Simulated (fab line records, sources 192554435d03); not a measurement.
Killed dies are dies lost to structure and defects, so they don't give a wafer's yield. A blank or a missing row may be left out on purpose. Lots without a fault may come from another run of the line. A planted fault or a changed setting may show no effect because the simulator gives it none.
fab line records | flow n5_finfet
record lots=9 wafers=27 last_day=18
route steps=1938 shown BEOL_M4@1111 BEOL_M13@1672 BEOL_M14@1716 PASSIVATION@1936
lots that met no fault: from a run of the same line without faults
start_h: hours from the record's first day to the start of the lot's first wafer shown | wait_h: hours since the lot's step before | " the same as in the row above | L1.1+2: a row that stands for several wafers | - no value, or no start given | * or withheld: withheld | < > ~ a bound
route shown NAME@n: a module of which the file shows steps, and the number in the route of the first | usual: mean/standard deviation of fault-free wafers | same: alike in all rows | chamber/n: place in a boat | sites: the reading at each site | _std_site: their standard deviation | _edge_site: outer sites' mean less inner sites' | radius_mm: how far each site lies from the wafer's centre | mask NAME#n: copy n | behind: the tool/chamber that last shaped the wafer | hold: why the lot was held/for how many hours/how that ended | device: the transistor (n, p or np) that didn't switch | end of line: the same wafers' tests at the end of the route | a step without rows: its recipe alone | killed: dies lost to structure and defects at the first sort, not the wafer's yield | map: a wafer's dies, x killed, . not, _ none there
set.NAME: the setting as run; set.NAME@STEP: as run at that earlier step | model.NAME: the simulator's own value behind a step, which no gauge read
steps of the route over a sample of lots; a table a step, a row a wafer
services: from which hour (start_h, from the record's first day; less than 0 if before it) a tool's chamber was out of use, for how many hours, and why
## steps
# step N5_BEOL_M4_RC_MEAS_101
# usual DIBL_N=36.5/1.4 DIBL_P=36.9/1.7 IOFF_N=0.163/0.023 IOFF_P=0.22/0.032 ION_N=673/9 ION_P=462/7.5 SS_N=71.6/0.54 SS_P=73.4/0.62 VT_N=249.8/2.8 VT_P=-250/3.5
# columns lot.wafer tool chamber start_h wait_h DIBL_N[mV/V] DIBL_P[mV/V] IOFF_N[nA/um] IOFF_P[nA/um] ION_N[uA/um] ION_P[uA/um] SS_N[mV/dec] SS_P[mV/dec] VT_N[mV] VT_P[mV]
L794.1 prober-02 0 164.82 0.0 35.6 35.4 0.143 0.19 663 459 71.8 73.3 252.3 -255
L794.4 " 0 " " 36.6 36.4 0.167 0.20 665 450 72.1 73.2 249.5 -253
L794.5 " 0 " " 35.5 35.4 0.149 0.19 674 461 71.7 72.7 251.7 -255
L800.2 prober-01 0 197.64 0.2 35.7 35.3 0.135 0.19 663 459 71.3 73.8 253.6 -253
L800.3 " 0 " " 37.9 38.6 0.182 0.24 680 464 71.5 74.6 247.2 -248
L800.4 " 0 " " 37.6 37.6 0.172 0.22 689 470 71.0 74.1 249.3 -251
L799.1 prober-02 0 210.53 0.0 37.1 37.7 0.158 0.21 673 458 71.7 73.4 250.3 -253
L799.2 " 0 " " 38.0 39.2 0.177 0.23 682 465 71.6 73.7 247.7 -250
L799.5 " 0 " " 38.9 40.3 0.197 0.26 686 460 72.0 74.4 247.2 -249
L801.3 prober-01 0 210.98 0.3 36.0 35.8 0.153 0.19 673 455 72.0 73.9 249.3 -253
L801.4 " 0 " " 37.8 37.9 0.184 0.22 667 450 72.8 73.8 247.4 -251
L801.6 " 0 " " 37.8 37.7 0.179 0.21 684 457 72.0 73.6 245.8 -253
L806.1 prober-02 0 245.61 0.0 37.6 38.3 0.190 0.26 675 466 71.9 73.5 247.7 -248
L806.5 " 0 " " 35.4 34.8 0.134 0.19 655 447 70.7 72.7 255.9 -253
L806.6 " 0 " " 36.4 36.9 0.165 0.23 686 467 71.2 73.6 248.5 -251
L805.2 prober-02 0 246.91 0.2 37.1 38.5 0.184 0.22 680 458 71.3 74.1 245.7 -253
L805.3 " 0 " " 36.3 37.9 0.174 0.21 664 456 72.3 73.2 247.0 -251
L805.4 " 0 " " 36.3 36.7 0.162 0.20 667 450 72.1 73.7 249.6 -253
L810.2 prober-02 0 272.90 0.2 38.2 39.0 0.202 0.26 680 470 71.1 73.4 245.6 -246
L810.3 " 0 " " 35.8 36.5 0.160 0.21 660 454 71.4 72.9 248.4 -249
L810.4 " 0 " " 35.6 35.4 0.148 0.19 676 460 71.3 73.3 250.4 -252
L811.2 prober-02 0 276.68 0.2 36.8 38.5 0.174 0.21 686 462 71.9 73.5 247.8 -251
L811.3 " 0 " " 36.8 38.7 0.182 0.24 684 470 71.7 73.6 248.8 -248
L811.5 " 0 " " 37.8 40.1 0.198 0.25 688 467 72.4 73.6 244.6 -246
L817.2 prober-02 0 303.82 0.2 37.3 36.0 0.184 0.25 675 464 71.8 73.7 246.7 -246
L817.3 " 0 " " 38.3 37.0 0.213 0.29 673 460 71.7 74.9 245.4 -246
L817.5 " 0 " " 37.7 35.6 0.183 0.25 673 462 72.7 74.1 249.9 -247
# step N5_BEOL_M13_DESCUM_15
# recipe chemistry=O2 time_s=7.9 source_power_w=50 bias_power_w=20 pressure_mtorr=20 rf_frequency_hz=2.712e+07 temp_c=40 o2_flow_sccm=225
# usual bias_power_w=19.99/0.058 drypump_motor_current_A=5.5/0.55 oes_product_au=0.77/0.095 rf_vpp_V=242.7/1.6 showerhead_plenum_p_Torr=2.06/0.089 throttle_valve_pct=20.35/0.2
# columns lot.wafer tool chamber start_h wait_h bias_power_w drypump_motor_current_A oes_product_au rf_hours_counter_h rf_vpp_V showerhead_plenum_p_Torr throttle_valve_pct
L794.1 rie_diel-02 2 236.57 0.0 19.91 5.1 0.74 176 241.2 1.99 20.31
L794.4 " 3 " " 19.94 5.9 0.76 157 244.5 2.09 20.41
L794.5 " 0 " " 20.00 5.2 0.85 - 245.1 2.22 20.15
L801.3 rie_diel-02 2 272.45 0.0 20.06 5.0 0.72 187 240.5 1.98 20.31
L801.4 " 0 " " 19.98 5.2 0.84 73 244.6 2.21 20.16
L801.6 " 1 " " 20.06 6.3 0.76 - 241.9 2.00 20.29
L800.2 rie_diel-06 1 279.41 0.3 19.97 4.9 0.74 177 242.1 2.00 20.48
L800.3 " 0 " " 20.08 5.5 0.71 188 243.3 2.07 20.73
L800.4 " 2 " " 20.00 5.0 0.72 188 243.5 1.98 20.36
L799.1 rie_diel-01 1 281.86 0.0 20.04 4.7 0.68 226 244.8 2.15 20.69
L799.2 " 2 " " 20.05 6.3 0.69 192 244.1 2.08 20.37
L799.5 " 0 " " 19.98 5.4 0.74 - 239.3 1.92 20.25
L806.1 rie_diel-01 0 311.58 0.0 20.02 5.4 0.74 153 240.2 1.92 20.28
L806.5 " 3 " " 20.02 5.8 0.96 - 243.2 2.05 20.08
L806.6 " 0 " " 20.01 5.4 0.74 - 241.1 1.92 20.26
L805.2 rie_diel-01 1 314.11 0.0 20.05 4.7 0.68 237 244.5 2.15 20.71
L805.3 " 0 " " 19.90 5.4 0.74 155 241.7 1.92 20.27
L805.4 " 3 " " 20.01 5.7 0.95 14 242.7 2.05 20.06
L810.2 rie_diel-06 1 339.51 0.0 20.00 4.9 0.73 197 241.4 1.99 20.51
L810.3 " 0 " " 20.01 5.5 0.70 208 243.0 2.06 20.75
L810.4 " 2 " " 20.02 5.0 0.72 206 240.8 1.98 20.40
L811.2 rie_diel-01 1 342.48 0.0 19.88 4.7 0.68 245 245.0 2.14 20.72
L811.3 " 3 " " 19.90 5.7 0.93 22 243.6 2.05 20.08
L811.5 " 1 " " 19.94 4.7 0.67 - 244.1 2.14 20.71
L817.2 rie_diel-01 3 384.13 0.0 19.96 5.7 0.90 35 241.0 2.04 20.10
L817.3 " 1 " " 20.01 4.7 1.00 1 243.5 2.14 20.33
L817.5 " 1 " " 19.96 4.7 1.01 - 245.2 2.14 20.32
# step N5_BEOL_M13_STRIP_37
# recipe chemistry=N2/H2 power_w=1000 temp_c=250 h2_frac=0.65 overash_fraction=0.3 pressure_mtorr=withheld n2_flow_sccm=1750 h2_flow_sccm=3250
# usual drypump_motor_current_A=5.56/0.18 heater_power_w=349/29 oes_product_au=0.784/0.01
# columns lot.wafer tool chamber start_h wait_h drypump_motor_current_A heater_power_w oes_product_au rf_hours_counter_h
L794.1 plasma_asher-02 1 238.13 0.0 5.70 336 0.781 71
L794.4 " 1 " " 5.71 344 0.769 -
L794.5 " 1 " " 5.75 334 0.777 -
L801.3 plasma_asher-01 1 274.16 0.1 5.72 387 0.765 -
L801.4 " 0 " " 5.43 317 0.787 -
L801.6 " 1 " " 5.76 385 0.788 -
L800.2 plasma_asher-01 1 281.24 0.0 5.76 397 0.774 133
L800.3 " 1 " " 5.74 384 0.793 -
L800.4 " 0 " " 5.42 322 0.784 -
L799.1 plasma_asher-02 0 283.55 0.0 5.37 341 0.802 79
L799.2 " 1 " " 5.74 335 0.790 79
L799.5 " 1 " " 5.74 339 0.792 -
L806.1 plasma_asher-02 1 313.18 0.0 5.75 336 0.784 87
L806.5 " 0 " " 5.36 344 0.792 -
L806.6 " 1 " " 5.76 332 0.785 -
L805.2 plasma_asher-02 0 315.85 0.0 5.38 346 0.789 87
L805.3 " 1 " " 5.73 335 0.768 -
L805.4 " 0 " " 5.37 341 0.789 -
L810.2 plasma_asher-01 0 341.20 0.0 5.45 320 0.787 143
L810.3 " 0 " " 5.40 319 0.790 -
L810.4 " 1 " " 5.75 389 0.774 -
L811.2 plasma_asher-01 1 344.17 0.0 5.75 394 0.774 144
L811.3 " 1 " " 5.73 393 0.769 -
L811.5 " 1 " " 5.73 410 0.801 -
L817.2 plasma_asher-01 0 385.69 0.0 5.35 316 0.772 152
L817.3 " 0 " " 5.41 328 0.791 -
L817.5 " 1 " " 5.77 379 0.779 -
# step N5_BEOL_M13_ECD_47
# recipe material=Cu target_thk_a=9360
# columns lot.wafer tool chamber start_h wait_h
L794.1+4+5 ecd_cu-01 0 241.85 0.1
L801.3+4+6 ecd_cu-01 1,0,0 277.05 0.1
L800.2+3+4 ecd_cu-02 0,1,0 284.16 0.1
L799.1+2+5 ecd_cu-02 1,0,1 285.06 0.1
L806.1+5+6 ecd_cu-01 1,0,1 314.04 0.1
L805.2+3+4 ecd_cu-02 0,1,0 321.66 0.1
L810.2+3+4 ecd_cu-02 1,0,1 342.89 0.1
L811.2+3+5 ecd_cu-02 0,1,0 345.30 0.1
L817.2+3+5 ecd_cu-02 0,0,1 387.43 0.1
# step N5_BEOL_M14_ILD_DEP_00
# recipe material=SiO2 target_thk_a=11193 temp_c=400 precursor=TEOS/O2 pressure_torr=6.5 rf_w=900 teos_flow_sccm=161.4 gas=O2 flow_sccm=2650 time_s=237.4
# usual heater_power_outer_w=312/80 heater_power_w=565/120 showerhead_plenum_p_Torr=8.34/0.043 throttle_valve_pct=18.8/1.3
# columns lot.wafer tool chamber start_h wait_h heater_power_outer_w heater_power_w showerhead_plenum_p_Torr throttle_valve_pct
L794.1 pecvd-03 0 242.79 0.0 255 494 8.41 20.1
L794.4 " 1 " " 431 855 8.38 16.6
L794.5 " 0 " " 288 546 8.43 20.3
L801.3 pecvd-02 1 278.19 0.0 293 501 8.29 18.1
L801.4 " 1 " " 208 393 8.29 18.3
L801.6 " 2 " " 181 347 8.25 17.9
L800.2 pecvd-01 2 285.10 0.0 270 503 8.30 19.1
L800.3 " 1 " " 440 697 8.36 19.8
L800.4 " 2 " " 321 589 8.31 18.8
L799.1 pecvd-01 1 286.00 0.0 420 689 8.35 19.7
L799.2 " 2 " " 371 649 8.31 19.1
L799.5 " 2 " " 264 512 8.31 18.7
L806.1 pecvd-02 0 314.98 0.0 309 567 8.38 20.4
L806.5 " 1 " " 205 387 8.31 18.2
L806.6 " 0 " " 334 609 8.38 20.3
L805.2 pecvd-01 2 322.60 0.0 323 579 8.31 19.0
L805.3 " 1 " " 503 783 8.37 19.6
L805.4 " 2 " " 365 637 8.31 18.9
L817.2 pecvd-03 2 388.54 0.0 333 518 8.30 16.9
L817.3 " 1 " " 473 901 8.37 16.8
L817.5 " 0 " " 288 567 8.42 21.0
# step N5_PASSIVATION_PROBE_49
# usual defect_limited_yield=91.2/1.4 killed_at_M0_to_M3=35/11 killed_at_M4_up=12/4.2 killed_at_contacts=13/5.6 killed_at_front_end=40/12 killed_at_other=3.3/2.6 killed_dies=103/17 killed_on_rim=14/4.5 killed_open=68/12 killed_short=34/7.6 sort_bin_5_function=5.1/0.95 sort_bin_6_memory=3.3/0.68 sort_n_pass=1077/17 sort_yield_pct=91.2/1.4
# same gross_dies=1180 killed_at_back_side=0 sort_bin_4_leakage[%]=0 sort_bin_8_speed[%]=0
# columns lot.wafer tool chamber start_h wait_h defect_limited_yield[%] killed_at_M0_to_M3 killed_at_M4_up killed_at_contacts killed_at_front_end killed_at_other killed_dies killed_on_rim killed_open killed_short sort_bin_5_function[%] sort_bin_6_memory[%] sort_n_pass sort_yield_pct[%]
L805.2 prober-01 - 351.15 0.1 89.0 54 12 4 55 5 130 31 88 40 6.6 4.4 1050 89.0
L805.3 prober-01 - 351.20 0.1 91.4 36 7 7 43 9 102 12 69 33 5.6 2.7 1078 91.4
L805.4 prober-01 - 351.25 0.2 90.8 36 6 12 49 5 108 14 73 34 5.8 2.7 1072 90.8
L810.2 prober-02 - 374.79 0.1 0 58 1072 18 30 2 1180 152 75 38 95.8 3.9 0 0
L810.3 prober-02 - 374.84 0.1 0 45 1083 20 31 1 1180 152 74 37 95.5 4.4 0 0
L810.4 prober-02 - 374.89 0.2 0 59 1081 12 26 2 1180 152 74 37 96.5 3.0 0 0
L811.2 prober-01 - 374.96 0.1 0 37 1053 19 68 3 1180 152 91 44 95.4 4.1 0 0
L811.3 prober-01 - 375.01 0.1 0 50 1053 5 68 4 1180 152 98 42 94.5 5.3 0 0
L811.5 prober-01 - 375.11 0.2 0 67 1052 15 43 3 1180 152 86 54 95.6 4.0 0 0
# killed by level:class
L805.2 FIN_SAQP:geometric_particle:short=16 BEOL_M0_SAQP:geometric_particle:open=15 BEOL_M2:geometric_particle:open=15 FIN_SAQP:geometric_particle:open=10 BEOL_M1:geometric_particle:open=9 STI_FIN_REVEAL:geometric_particle:open=7 BEOL_M0_SAQP:geometric_particle:short=5 DUMMY_GATE:geometric_particle:open=4
L805.3 FIN_SAQP:geometric_particle:open=12 STI_FIN_REVEAL:geometric_particle:open=9 BEOL_M0_SAQP:geometric_particle:open=9 BEOL_M2:geometric_particle:open=9 FIN_SAQP:geometric_particle:short=8 MIM_BOT:geometric_particle:open=6 MOL_CONTACT_COAG:geometric_particle:open=5 BEOL_M2:geometric_particle:short=5
L805.4 FIN_SAQP:geometric_particle:open=11 STI_FIN_REVEAL:geometric_particle:open=10 MOL_CONTACT_COAG:geometric_particle:open=9 FIN_SAQP:geometric_particle:short=8 BEOL_M2:geometric_particle:open=8 BEOL_M0:geometric_particle:open=7 GATE_CUT:geometric_particle:short=6 BEOL_M1:geometric_particle:open=5
L810.2 BEOL_M13:area_ecd=1067 BEOL_M1:geometric_particle:open=17 MOL_CONTACT_COAG:geometric_particle:open=15 BEOL_M0_SAQP:geometric_particle:open=11 BEOL_M0:geometric_particle:short=8 BEOL_M0_SAQP:geometric_particle:short=7 STI_FIN_REVEAL:geometric_particle:open=6 GATE_CUT:geometric_particle:short=6
L810.3 BEOL_M13:area_ecd=1069 MOL_CONTACT_COAG:geometric_particle:open=17 BEOL_M0_SAQP:geometric_particle:open=16 BEOL_M0_SAQP:geometric_particle:short=13 BEOL_M1:geometric_particle:open=9 GATE_CUT:geometric_particle:short=7 BEOL_M6:geometric_particle:open=7 STI_FIN_REVEAL:geometric_particle:open=6
L810.4 BEOL_M13:area_ecd=1068 BEOL_M0_SAQP:geometric_particle:short=17 BEOL_M0_SAQP:geometric_particle:open=16 BEOL_M1:geometric_particle:open=13 MOL_CONTACT_COAG:geometric_particle:open=8 STI_FIN_REVEAL:geometric_particle:open=5 BEOL_M1:geometric_particle:short=5 BEOL_M8:geometric_particle:open=5
L811.2 BEOL_M13:area_ecd=1045 STI_FIN_REVEAL:geometric_particle:open=22 FIN_SAQP:geometric_particle:short=15 MOL_CONTACT_COAG:geometric_particle:open=15 BEOL_M0_SAQP:geometric_particle:short=9 BEOL_M2:geometric_particle:open=9 BEOL_M0_SAQP:geometric_particle:open=8 ILD0:geometric_particle:short=5
L811.3 BEOL_M13:area_ecd=1039 STI_FIN_REVEAL:geometric_particle:open=26 BEOL_M2:geometric_particle:open=15 BEOL_M0_SAQP:geometric_particle:open=10 STI_FIN_REVEAL:geometric_particle:short=9 FIN_SAQP:geometric_particle:short=8 BEOL_M0_SAQP:geometric_particle:short=7 BEOL_M4:geometric_particle:open=7
L811.5 BEOL_M13:area_ecd=1040 BEOL_M2:geometric_particle:open=25 BEOL_M0_SAQP:geometric_particle:short=15 MOL_CONTACT_COAG:geometric_particle:open=12 FIN_SAQP:geometric_particle:short=11 STI_FIN_REVEAL:geometric_particle:open=11 BEOL_M1:geometric_particle:open=7 GATE_CUT:geometric_particle:short=6
## services
# columns tool chamber start_h hours kind
plasma_asher-01 - 219.00 2.8 pm
rie_diel-01 2 235.65 2.4 repair
rie_diel-01 3 236.99 5.4 repair
rie_diel-01 3 242.70 - clean
rie_diel-01 3 242.70 - consumable_replace:esc
rie_diel-01 3 242.70 - consumable_replace:focus_ring
rie_diel-01 3 242.70 18.6 scheduled_down
rie_diel-01 3 242.70 18.6 vent_cycle
plasma_asher-02 - 258.81 2.3 repair
rie_diel-01 0 277.94 1.8 repair
rie_diel-01 3 279.67 7.2 repair
plasma_asher-01 - 285.69 9.2 pm
rie_diel-02 3 292.71 8.2 repair
rie_diel-02 2 316.58 4.0 repair
ecd_cu-01 - 317.14 8.0 repair
pecvd-03 - 329.53 5.4 repair
rie_diel-01 1 360.02 - clean
rie_diel-01 1 360.02 - consumable_replace:focus_ring
rie_diel-01 1 360.02 20.2 scheduled_down
rie_diel-01 1 360.02 20.2 vent_cycle
pecvd-01 0 368.99 5.5 scheduled_down
plasma_asher-02 - 378.00 2.7 repair
pecvd-03 - 381.41 0.9 repair
pecvd-01 1 383.62 - clean
## key
first_sign step=N5_PASSIVATION_PROBE_49 reading=killed_at_M4_up direction=up sigmas=99+ usual=12 struck=1066
effect step=N5_PASSIVATION_PROBE_49 reading=sort_bin_5_function direction=up sigmas=95 usual=5.1 struck=95.6
more_kills_born_at N5_BEOL_M13_ECD_47@ecd_cu-02=6328
met_at N5_BEOL_M13_ECD_47
struck_lots L810,L811
later_rows_left_out L810.2,L810.3,L810.4,L811.2,L811.3,L811.5
not_acting_at N5_BEOL_M13_DESCUM_15,N5_BEOL_M13_STRIP_37,N5_BEOL_M14_ILD_DEP_00
onset_between 321.66 342.89
fault kind=skipped_step_whole tool=ecd_cu-02 chamber=- onset_h=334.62 steps=N5_BEOL_M13_ECD_47 scope=struck_lots_only
# later_rows_left_out: the simulator's readings of these wafers behind a module that went badly wrong aren't trusted and aren't shown, but for the sort
